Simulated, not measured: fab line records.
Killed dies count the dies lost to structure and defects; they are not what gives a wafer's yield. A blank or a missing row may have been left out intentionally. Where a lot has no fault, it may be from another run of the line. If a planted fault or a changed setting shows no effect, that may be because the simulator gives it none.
The same fault as seen by 2 desks	flow n5Finfet	each desk has only its own numbers; what lay behind them comes last

DESK OF THE TOOL OWNER: euvScanner-02
The tool's own readings at N5_BEOL_M1_EXPOSE_08 (exposes mask M1): means of the sampled wafers that have a number, for each lot that ran on this tool. If a lot's mean is further than 4 standard deviations from the usual mean, the lot is out of limits and carries the mark OUT (the distance appears in the brackets).
Columns: A = exposureDoseMJCm2 at N5_BEOL_M1_EXPOSE_08, usual 32.95; B = focusOffsetNm at N5_BEOL_M1_EXPOSE_08, usual -0.1 nm
lot	first seen here	A	B
L107	day 5 23:56	32.97	0.5
L108	day 6 19:58	33.00	-0.2
L110	day 6 23:45	32.98	-0.8
L115	day 8 01:19	33.01	0.1
L118	day 8 23:11	35.89 (+47) OUT	0.5
L120	day 9 12:36	35.33 (+38) OUT	-0.1
This desk's finding: out of limits on L118, L120; first on L118, day 8 23:11 (exposureDoseMJCm2 at N5_BEOL_M1_EXPOSE_08). L107, L108, L110, L115: within limits.

AT THE METROLOGY DESK
Means of the sampled wafers that have a number, per lot and without regard to the tool the lot ran on: this is what the gauges read. If a lot's mean is further than 4 standard deviations from the usual mean, the lot is out of limits and carries the mark OUT (the distance appears in the brackets). Readings shown: 7 out of 12 (the first out of limits, and those lying furthest out on some lot).
Columns: A = cdNm at N5_BEOL_M1_CD_MEAS_11, usual 17.11 nm; B = cdNm at N5_BEOL_M1_CD_MEAS_18, usual 18.03 nm; C = DIBL_P at N5_BEOL_M4_RC_MEAS_101, usual 36.1 mV/V; D = IOFF_N at N5_BEOL_M4_RC_MEAS_101, usual 0.161 nA/um; E = ION_P at N5_BEOL_M4_RC_MEAS_101, usual 462 uA/um; F = VT_N at N5_BEOL_M4_RC_MEAS_101, usual 249.1 mV; G = VT_P at N5_BEOL_M4_RC_MEAS_101, usual -249.9 mV
lot	first seen here	A	B	C	D	E	F	G
L107	day 6 00:03	17.23	18.03	35.0	0.145	456	248.1	-253.5
L108	day 6 20:06	17.27	18.29	36.6	0.162	465	247.6	-249.3
L110	day 6 23:53	17.26	18.14	34.0	0.132	461	252.3	-251.3
L115	day 8 01:27	16.84	18.01	34.8	0.163	463	249.1	-249.6
L118	day 8 23:18	18.59 (+6.4) OUT	19.86 (+6.1) OUT	-	-	-	-	-
L119	day 9 09:42	17.09	18.06	35.7	0.157	469	247.0	-244.3
L120	day 9 12:43	18.29 (+5.1) OUT	19.31 (+4.3) OUT	-	-	-	-	-
L126	day 10 18:00	17.11	18.39	34.8	0.157	462	249.6	-248.5
L127	day 10 22:30	17.23	17.86	37.5	0.188	463	248.0	-249.1
This desk's finding: out of limits on L118, L120; first on L118, day 8 23:18 (cdNm at N5_BEOL_M1_CD_MEAS_11). L107, L108, L110, L115, L119, L126, L127: within limits.

ALL TOGETHER
The tool owner's desk had the chance to raise an alarm at day 8 23:11 on L118, L120.
The metrology desk could have raised an alarm at day 8 23:18, on L118, L120.
Every lot named ran N5_BEOL_M1_EXPOSE_08 on euvScanner-02.

WHAT THE SIMULATOR HAD PUT IN
Process parameter drift: euvScanner-02, from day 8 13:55 on, at N5_BEOL_M1_EXPOSE_08. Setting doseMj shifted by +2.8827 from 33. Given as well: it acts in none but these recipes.
Lots struck among those shown: L118, L120.
Hours from the fault's start to each desk's first reading out of limits: the tool owner's desk, 9; the metrology desk, 9.
